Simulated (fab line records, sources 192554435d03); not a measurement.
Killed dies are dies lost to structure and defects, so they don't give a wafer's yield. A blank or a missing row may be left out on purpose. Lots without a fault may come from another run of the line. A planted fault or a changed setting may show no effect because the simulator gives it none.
Chamber matching | flow n5_finfet | N5_BEOL_M3_ETCH_64 on rie_diel-06: 4 sister chambers
The step etches SOC in N2/H2, target depth 75 nm, overetch 15 nm, time 112.5 s. 24 wafers are shown with their chamber, then 12 later ones without.

WAFERS WITH THEIR CHAMBER
wafer  | chamber | drypump_motor_current_A (A) | showerhead_plenum_p_Torr (Torr) | oes_product_au (a.u.)
L074.1 | 1       | 6.5                         | 2.52                            | 0.60
L074.3 | 3       | 6.0                         | 2.40                            | 0.57
L074.6 | 0       | 5.2                         | 2.35                            | 0.62
L078.1 | 2       | 6.1                         | 2.60                            | 0.74
L078.3 | 0       | 5.3                         | 2.35                            | 0.61
L078.4 | 3       | 6.0                         | 2.40                            | 0.56
L079.1 | 3       | 6.0                         | 2.40                            | 0.56
L079.4 | 2       | 6.1                         | 2.60                            | 0.73
L079.6 | 2       | 6.1                         | 2.60                            | 0.73
L080.1 | 0       | 5.2                         | 2.35                            | 0.60
L080.4 | 3       | 6.0                         | 2.40                            | 0.57
L080.6 | 3       | 6.0                         | 2.40                            | 0.56
L081.1 | 3       | 6.0                         | 2.40                            | 0.55
L081.3 | 2       | 6.1                         | 2.60                            | 0.72
L081.4 | 1       | 6.5                         | 2.51                            | 0.59
L082.3 | 0       | 5.3                         | 2.35                            | 0.60
L082.4 | 3       | 6.0                         | 2.40                            | 0.55
L082.6 | 0       | 5.2                         | 2.35                            | 0.60
L085.2 | 1       | 6.5                         | 2.51                            | 0.58
L085.3 | 0       | 5.2                         | 2.34                            | 0.59
L085.4 | 2       | 6.1                         | 2.59                            | 0.71
L086.1 | 1       | 6.5                         | 2.51                            | 0.58
L086.5 | 0       | 5.2                         | 2.34                            | 0.60
L086.6 | 1       | 6.5                         | 2.51                            | 0.58

SIGNATURES (means of the wafers above)
reading                  | chamber 0 | chamber 1 | chamber 2 | chamber 3 | scatter within a chamber
drypump_motor_current_A  | 5.229     | 6.500     | 6.100     | 6.000     | 0.0267
showerhead_plenum_p_Torr | 2.3471    | 2.5120    | 2.5980    | 2.4000    | 0.00389
oes_product_au           | 0.6029    | 0.5860    | 0.7260    | 0.5600    | 0.00944
Rule: a wafer's distance from a chamber is the root of the sum, over the readings, of the square of ((its reading less the chamber's mean) divided by the reading's scatter). The wafer belongs to the nearest chamber; if the next one is less than 2 further off, it can't be placed. The scatter: the root of (the sum of the squares of (reading less its chamber's mean) over the shown wafers, divided by (wafers less chambers)).

WAFERS WITHOUT THEIR CHAMBER
wafer  | drypump_motor_current_A (A) | showerhead_plenum_p_Torr (Torr) | oes_product_au (a.u.)
L090.3 | 6.4                         | 2.51                            | 0.58
L090.4 | 6.0                         | 2.39                            | 0.55
L090.5 | 6.1                         | 2.59                            | 0.71
L089.2 | 6.4                         | 2.51                            | 0.58
L089.3 | 5.2                         | 2.34                            | 0.59
L089.6 | 6.5                         | 2.51                            | 0.58
L091.1 | 6.5                         | 2.51                            | 0.58
L091.2 | 6.1                         | 2.59                            | 0.69
L091.6 | 6.5                         | 2.51                            | 0.58
L092.1 | 6.5                         | 2.51                            | 0.58
L092.2 | 6.0                         | 2.39                            | 0.54
L092.6 | 5.3                         | 2.34                            | 0.58

WHICH CHAMBER EACH WENT THROUGH
wafer  | from the rows above | in truth
L090.3 | 1                   | 1
L090.4 | 3                   | 3
L090.5 | 2                   | 2
L089.2 | 1                   | 1
L089.3 | 0                   | 0
L089.6 | 1                   | 1
L091.1 | 1                   | 1
L091.2 | 2                   | 2
L091.6 | 1                   | 1
L092.1 | 1                   | 1
L092.2 | 3                   | 3
L092.6 | 0                   | 0
Placed correctly: 12 of 12. Can't be placed from these rows: 0. Placed wrongly: 0.
